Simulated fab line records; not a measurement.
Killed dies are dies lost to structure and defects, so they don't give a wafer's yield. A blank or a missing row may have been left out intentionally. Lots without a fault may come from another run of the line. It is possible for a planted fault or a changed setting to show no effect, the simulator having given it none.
Lot-split experiment	flow n5 finfet	7 lots, 21 wafers read, on a route of 1938 steps

== THE SPLIT ITSELF ==
At N5_PASSIVATION_PECVD_55 (deposits SiO2 from SiH4/N2O, target thk 400 nm, time 22.5 s), the setting time s was moved away from the recipe's 22.5 s on 5 of the 21 wafers read, by -9.5% to +14.8%. For the rest of the wafers, this setting stayed at what the recipe calls for.

The reading comes from the split's own step.

== THE READING ==
SiO2_of_PASSIVATION_PECVD_55.thk nm (the simulator's own value, which no gauge read), in nm, at N5_PASSIVATION_PECVD_55 (deposits SiO2 from SiH4/N2O, target thk 400 nm, time 22.5 s). There is no usual value for it anywhere in the file. The 16 wafers here that ran the recipe average 403.7 nm, standard deviation 4.4 nm.

wafer	tool, chamber at the split	time s as run, s	against the recipe	SiO2_of_PASSIVATION_PECVD_55.thk nm, nm	against lot-mates on the recipe
L075.1	pecvd-02, 1	22.5	recipe	402.8	-
L075.2	pecvd-02, 0	22.5	recipe	399.4	-
L075.4	pecvd-02, 0	22.5	recipe	409.6	-
L079.3	pecvd-03, 1	24.46	+8.7%	430.6	+29.9
L079.4	pecvd-03, 0	22.5	recipe	401.4	-
L079.5	pecvd-03, 2	22.5	recipe	400	-
L086.2	pecvd-03, 1	22.5	recipe	403	-
L086.4	pecvd-03, 2	20.36	-9.5%	367.4	-36.1
L086.6	pecvd-03, 1	22.5	recipe	404	-
L087.3	pecvd-02, 2	22.5	recipe	398.6	-
L087.5	pecvd-02, 1	22.5	recipe	407.6	-
L087.6	pecvd-02, 0	22.5	recipe	413.6	-
L091.2	pecvd-02, 1	25.22	+12.1%	451.4	+45.4
L091.3	pecvd-02, 0	22.5	recipe	406	-
L091.4	pecvd-02, 2	25.22	+12.1%	454.4	+48.4
L096.3	pecvd-04, 2	22.5	recipe	397.2	-
L096.4	pecvd-04, 0	22.5	recipe	407.8	-
L096.5	pecvd-04, 2	22.5	recipe	405	-
L095.1	pecvd-02, 1	22.5	recipe	398.6	-
L095.4	pecvd-02, 2	25.83	+14.8%	465.4	+63.6
L095.5	pecvd-02, 0	22.5	recipe	405	-

THE FIT
A straight line over all 21 wafers: SiO2_of_PASSIVATION_PECVD_55.thk nm changes by +3.96 nm for each +1% of time s; r = +0.98; the points scatter about the line by 4.5 nm.
The same after taking each lot's own level away (the mean of its wafers on the recipe; 21 wafers): +3.95 nm for each +1%; r = +0.98; scatter 4 nm.
On that fit, the largest move of time s shifts the reading by 58 nm.
The span of the lots' own levels, 400.70 to 406.60 nm, comes to 1.3 times the standard deviation stated above.
Hence the lot-to-lot level has little effect on the slope; both slopes agree.
Check: with one of the wafers moved furthest among these (+14.8%) left out of the fit, the line predicts +56.1 nm for it against its lot-mates. Against them it came out at +63.6 nm.

== THE OTHER SPLITS THESE WAFERS WENT THROUGH ==
Other splits were also applied to these wafers ahead of the reading. Each is held against what the fit with the lots' levels taken away leaves over:
other split on the same wafers	wafers away from the commonest value	r with SiO2_of_PASSIVATION_PECVD_55.thk nm (lot level and that fit taken away)
N5_BEOL_M14_PEB_26 peb temp c	8	-0.10
N5_BEOL_M15_COAT_60 spin rpm	6	+0.13
N5_BEOL_M15_EXPOSE_25 dose mj	6	+0.07
N5_MIM_BOT_ETCH_ETCH_00 bias w	8	+0.18

== THE WHOLE CHAIN: every reading that the file lists as answering this split, in the file's order ==
step	what it does	reading	change (the file's fit)	r (the file's)
N5_PASSIVATION_PECVD_55	deposits SiO2 from SiH4/N2O, target thk 400 nm, time 22.5 s	SiO2_of_PASSIVATION_PECVD_55.thk nm (the simulator's own value, which no gauge read)	+3.97 nm for each +1% of the setting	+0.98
N5_PASSIVATION_VIA_ETCH_13	etches SiO2 in CHF3/O2, target depth 660 nm, time 330 s	etch rf on time s	withheld for each +1% of the setting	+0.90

== THE FILE'S OWN FIT ==
SiO2_of_PASSIVATION_PECVD_55.thk nm changes by +3.97 nm for each +1% of time s, r = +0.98.
